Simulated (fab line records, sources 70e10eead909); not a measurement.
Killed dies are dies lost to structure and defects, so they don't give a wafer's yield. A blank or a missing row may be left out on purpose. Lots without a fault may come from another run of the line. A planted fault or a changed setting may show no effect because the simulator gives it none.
fab line records | flow nand_harc
record lots=15 wafers=45 last_day=24
route steps=1159 shown P_ZERO_WELL@29 P_STI@85 P_GATE@187
lots that met no fault: from a run of the same line without faults
start_h: hours from the record's first day to the start of the lot's first wafer shown | wait_h: hours since the lot's step before | " the same as in the row above | L1.1+2: a row that stands for several wafers | - no value, or no start given | * or withheld: withheld | < > ~ a bound
route shown NAME@n: a module of which the file shows steps, and the number in the route of the first | usual: mean/standard deviation of fault-free wafers | same: alike in all rows | chamber/n: place in a boat | sites: the reading at each site | _std_site: their standard deviation | _edge_site: outer sites' mean less inner sites' | radius_mm: how far each site lies from the wafer's centre | mask NAME#n: copy n | behind: the tool/chamber that last shaped the wafer | hold: why the lot was held/for how many hours/how that ended | device: the transistor (n, p or np) that didn't switch | end of line: the same wafers' tests at the end of the route | a step without rows: its recipe alone | killed: dies lost to structure and defects at the first sort, not the wafer's yield | map: a wafer's dies, x killed, . not, _ none there
set.NAME: the setting as run; set.NAME@STEP: as run at that earlier step | model.NAME: the simulator's own value behind a step, which no gauge read
steps of the route over a sample of lots; a table a step, a row a wafer
services: from which hour (start_h, from the record's first day; less than 0 if before it) a tool's chamber was out of use, for how many hours, and why
## steps
# step NHARC_P_ZERO_WELL_CD_MEAS_24
# recipe target_cd_nm=720 landing_energy_ev=500
# usual cd_nm=720.4/1.6
# columns lot.wafer tool chamber start_h wait_h cd_nm
L494.1 cd_sem-01 0 14.49 - 720.1
L494.5 " 0 " " 722.3
L494.6 " 0 " " 721.3
L495.1 cd_sem-01 0 20.39 - 718.5
L495.2 " 0 " " 719.9
L495.4 " 0 " " 718.8
L496.3 cd_sem-03 0 26.39 - 720.2
L496.4 " 0 " " 719.1
L496.5 " 0 " " 721.3
L497.2 cd_sem-02 0 32.49 - 718.4
L497.3 " 0 " " 717.9
L497.4 " 0 " " 719.2
L498.2 cd_sem-03 0 38.76 - 721.1
L498.4 " 0 " " 721.7
L498.5 " 0 " " 719.3
L499.1 cd_sem-01 0 44.62 - 721.4
L499.4 " 0 " " 718.2
L499.5 " 0 " " 720.2
L500.3 cd_sem-01 0 50.34 - 719.9
L500.5 " 0 " " 718.3
L500.6 " 0 " " 718.7
L501.3 cd_sem-03 0 56.37 - 720.1
L501.4 " 0 " " 720.7
L501.6 " 0 " " 720.7
L502.2 cd_sem-01 0 62.62 - 720.9
L502.3 " 0 " " 718.5
L502.6 " 0 " " 719.5
L503.1 cd_sem-01 0 68.47 - 722.1
L503.2 " 0 " " 722.5
L503.5 " 0 " " 724.1
L504.1 cd_sem-02 0 74.32 - 721.0
L504.2 " 0 " " 718.9
L504.5 " 0 " " 720.6
L514.1 cd_sem-02 0 134.59 - 721.0
L514.4 " 0 " " 719.4
L514.6 " 0 " " 720.3
L515.1 cd_sem-02 0 140.77 - 720.5
L515.4 " 0 " " 721.9
L515.6 " 0 " " 721.1
L516.1 cd_sem-01 0 146.63 - 721.0
L516.4 " 0 " " 723.5
L516.6 " 0 " " 722.6
L517.1 cd_sem-01 0 152.59 - 718.5
L517.4 " 0 " " 720.1
L517.6 " 0 " " 718.7
# step NHARC_P_ZERO_WELL_PEB_50
# recipe peb_temp_c=118 peb_time_s=85
# usual chill_plate_temp_C=22.99/0.089 exhaust_pa=44.9/1.1
# columns lot.wafer tool chamber start_h wait_h chill_plate_temp_C exhaust_pa
L494.1 litho_track-02 0 17.55 0.1 22.90 44.2
L494.5 " 0 " " 22.84 45.2
L494.6 " 0 " " 22.97 44.6
L495.1 litho_track-07 0 23.61 0.1 23.09 46.8
L495.2 " 0 " " 22.99 45.0
L495.4 " 0 " " 23.07 45.3
L496.3 litho_track-03 0 29.63 0.1 23.03 44.1
L496.4 " 0 " " 23.02 44.5
L496.5 " 0 " " 22.82 43.5
L497.2 litho_track-03 0 35.77 0.1 23.12 43.6
L497.3 " 0 " " 23.01 41.1
L497.4 " 0 " " 22.90 44.4
L498.2 litho_track-07 0 41.82 0.1 23.08 45.6
L498.4 " 0 " " 23.06 44.8
L498.5 " 0 " " 23.07 44.5
L499.1 litho_track-03 0 47.62 0.1 23.02 44.8
L499.4 " 0 " " 22.87 45.0
L499.5 " 0 " " 23.01 44.8
L500.3 litho_track-07 0 53.40 0.1 23.02 46.8
L500.5 " 0 " " 23.09 45.6
L500.6 " 0 " " 23.07 45.9
L501.3 litho_track-02 0 59.44 0.1 23.14 45.2
L501.4 " 0 " " 22.98 44.3
L501.6 " 0 " " 23.08 45.1
L502.2 litho_track-02 0 65.81 0.1 23.06 45.3
L502.3 " 0 " " 23.19 45.7
L502.6 " 0 " " 23.16 44.5
L503.1 litho_track-07 0 71.66 0.1 22.96 45.3
L503.2 " 0 " " 22.96 45.3
L503.5 " 0 " " 23.06 44.7
L504.1 litho_track-03 0 77.82 0.1 23.05 44.3
L504.2 " 0 " " 23.09 43.7
L504.5 " 0 " " 22.94 42.7
L514.1 litho_track-02 - 137.78 0.1 - -
L514.4 " - " " - -
L514.6 " - " " - -
L515.1 litho_track-03 - 143.71 0.1 - -
L515.4 " - " " - -
L515.6 " - " " - -
L516.1 litho_track-02 - 149.69 0.1 - -
L516.4 " - " " - -
L516.6 " - " " - -
L517.1 litho_track-02 0 155.66 0.1 22.97 44.5
L517.4 " 0 " " 22.98 44.6
L517.6 " 0 " " 22.94 42.9
# step NHARC_P_STI_INSPECT_11
# usual raw_defect_count=5.3/2.9
# columns lot.wafer tool chamber start_h wait_h raw_defect_count
L494.1 defect_inspect-02 - 36.01 0.0 2
L494.5 " - " " 5
L494.6 " - " " 7
L495.1 defect_inspect-02 - 46.50 0.0 4
L495.2 " - " " 3
L495.4 " - " " 1
L496.3 defect_inspect-02 - 46.66 0.0 2
L496.4 " - " " 1
L496.5 " - " " 4
L498.2 defect_inspect-02 - 55.98 0.0 8
L498.4 " - " " 4
L498.5 " - " " 5
L497.2 defect_inspect-01 - 56.14 0.0 7
L497.3 " - " " 8
L497.4 " - " " 4
L499.1 defect_inspect-01 - 66.29 0.0 1
L499.4 " - " " 2
L499.5 " - " " 4
L500.3 defect_inspect-02 - 70.77 0.0 4
L500.5 " - " " 2
L500.6 " - " " 7
L501.3 defect_inspect-01 - 78.68 0.0 9
L501.4 " - " " 2
L501.6 " - " " 5
L502.2 defect_inspect-01 - 87.57 0.0 9
L502.3 " - " " 6
L502.6 " - " " 4
L503.1 defect_inspect-01 - 87.73 0.0 7
L503.2 " - " " 6
L503.5 " - " " 3
L504.1 defect_inspect-02 - 97.69 0.0 10
L504.2 " - " " 14
L504.5 " - " " 12
L517.1 defect_inspect-01 - 172.92 0.0 5
L517.4 " - " " 5
L517.6 " - " " 2
# step NHARC_P_GATE_DESCUM_61
# recipe time_s=3 o2_flow_sccm=200 ar_flow_sccm=0 bias_power_w=0 chemistry=O2
# usual drypump_motor_current_A=5.7/0.43 oes_product_au=0.997/0.011 rf_vpp_V=57.9/0.9 showerhead_plenum_p_Torr=1.93/0.085 throttle_valve_pct=11.310/0.0079
# columns lot.wafer tool chamber start_h wait_h drypump_motor_current_A oes_product_au rf_hours_counter_h rf_vpp_V showerhead_plenum_p_Torr throttle_valve_pct
L495.4 rie_diel-01 2 108.36 - 5.5 1.002 42 56.3 1.91 11.312
L495.1 " 3 " " 5.0 0.997 47 59.4 1.98 11.294
L495.2 " 0 " " 6.0 1.001 45 58.5 1.77 11.299
L494.1 rie_diel-08 1 109.42 - 5.2 1.013 57 59.7 1.89 11.312
L494.6 " 0 " " 5.5 0.989 - 57.8 1.98 11.317
L494.5 " 3 " " 6.0 1.013 - 58.4 2.00 11.302
L496.3 rie_diel-01 0 115.87 - 6.0 1.009 47 55.9 1.77 11.321
L496.4 " 3 " " 5.0 0.992 48 59.9 1.98 11.301
L496.5 " 1 " " 5.6 1.012 - 60.4 1.94 11.317
L498.4 rie_diel-01 2 123.27 - 5.6 0.991 46 57.8 1.91 11.311
L498.2 " 3 " " 5.0 0.979 50 57.9 1.98 11.313
L498.5 " 2 " " 5.6 1.001 - 57.8 1.91 11.300
L497.2 rie_diel-08 3 123.97 - 6.0 1.017 64 58.8 2.00 11.318
L497.4 " 0 " " 5.5 1.003 65 56.8 1.98 11.309
L497.3 " 1 " " 5.2 1.021 65 58.0 1.89 11.300
L499.4 rie_diel-07 3 130.29 - 6.8 0.981 12 57.2 2.02 11.322
L499.1 " 0 " " 5.7 0.993 14 58.1 1.82 11.306
L499.5 " 1 " " 5.4 0.990 - 57.9 2.04 11.310
L500.3 rie_diel-07 1 139.75 - 5.4 0.985 16 57.0 2.04 11.299
L500.6 " 0 " " 5.7 0.987 - 57.1 1.82 11.309
L500.5 " 1 " " 5.4 0.995 - 59.2 2.04 11.314
L501.4 rie_diel-01 2 154.95 - 5.5 0.998 3 56.8 1.91 11.294
L501.3 " 3 " " 5.0 0.994 3 57.2 1.98 11.302
L501.6 " 2 " " 5.5 0.996 - 57.8 1.91 11.305
L503.1 rie_diel-01 2 155.28 - 5.5 1.006 3 56.1 1.91 11.314
L503.2 " 0 " " 6.0 0.998 2 56.9 2.08 11.304
L503.5 " 3 " " 5.0 0.996 - 59.5 1.97 11.298
L502.3 rie_diel-07 1 155.75 - 5.4 0.981 19 56.9 2.04 11.311
L502.2 " 3 " " 6.8 0.984 17 57.4 2.02 11.319
L502.6 " 2 " " 5.5 0.994 - 57.7 1.86 11.304
L504.1 rie_diel-07 0 173.58 - 5.7 0.985 24 58.0 1.82 11.304
L504.2 " 1 " " 5.4 0.994 24 57.5 2.04 11.308
L504.5 " 3 " " 6.8 0.992 - 56.1 2.02 11.299
L517.1 rie_diel-07 2 241.21 - 5.5 1.011 1 58.9 1.86 11.329
L517.4 " 0 " " 5.7 0.990 1 57.7 1.81 11.313
L517.6 " 2 " " 5.5 1.009 - 58.7 1.86 11.322
## services
# columns tool chamber start_h hours kind
rie_diel-08 2 -3.47 14.1 repair
litho_track-07 - 14.00 7.0 pm
rie_diel-01 - 34.11 1.1 repair
rie_diel-07 2 36.17 1.6 repair
rie_diel-07 0 36.75 6.3 repair
litho_track-03 - 38.00 7.0 pm
rie_diel-01 2 42.21 7.8 repair
rie_diel-07 - 51.20 9.0 pm
rie_diel-08 2 68.95 1.5 repair
rie_diel-08 2 107.24 12.5 repair
rie_diel-07 3 123.18 6.4 repair
rie_diel-08 - 124.80 9.0 pm
rie_diel-01 2 129.59 5.5 repair
rie_diel-01 - 138.37 9.0 pm
rie_diel-01 0 161.94 4.9 repair
rie_diel-08 2 164.66 7.4 repair
litho_track-02 - 165.00 7.0 pm
litho_track-07 - 189.00 7.0 pm
rie_diel-01 - 205.01 0.6 repair
litho_track-03 - 213.00 7.0 pm
rie_diel-01 3 213.66 4.4 repair
rie_diel-07 - 228.20 9.0 pm
rie_diel-01 3 240.27 4.8 repair
rie_diel-01 2 241.03 3.9 repair
## key
first_sign step=NHARC_P_ZERO_WELL_PEB_50 reading=tool_record direction=missing
effect none on later readings
met_at NHARC_P_ZERO_WELL_PEB_50
struck_lots L514,L515,L516
later_rows_left_out L514.1,L514.4,L514.6,L515.1,L515.4,L515.6,L516.1,L516.4,L516.6
sort_left_out L514.1,L514.4,L514.6,L515.1,L515.4,L515.6,L516.1,L516.4,L516.6
tester_left_out L514,L515,L516
not_acting_at NHARC_P_ZERO_WELL_CD_MEAS_24,NHARC_P_STI_INSPECT_11,NHARC_P_GATE_DESCUM_61
onset_between 77.82 137.78
fault kind=skipped_step_whole tool=litho_track-02,litho_track-03 chamber=- onset_h=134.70 steps=NHARC_P_ZERO_WELL_PEB_50 scope=struck_lots_only
# tester_left_out: of these lots the tester's yield and bins aren't shown, on N5 and GAA mostly nor the transistor test; their killed dies are dies lost to structure and defects alone, not to doping, threshold or leakage, so they don't give the yield
# sort_left_out: the simulated sort isn't trusted on such a fault, so these wafers' sort isn't shown, and their yield isn't known
# later_rows_left_out: the simulator's readings of these wafers behind a module that went badly wrong aren't trusted and aren't shown, but for the sort
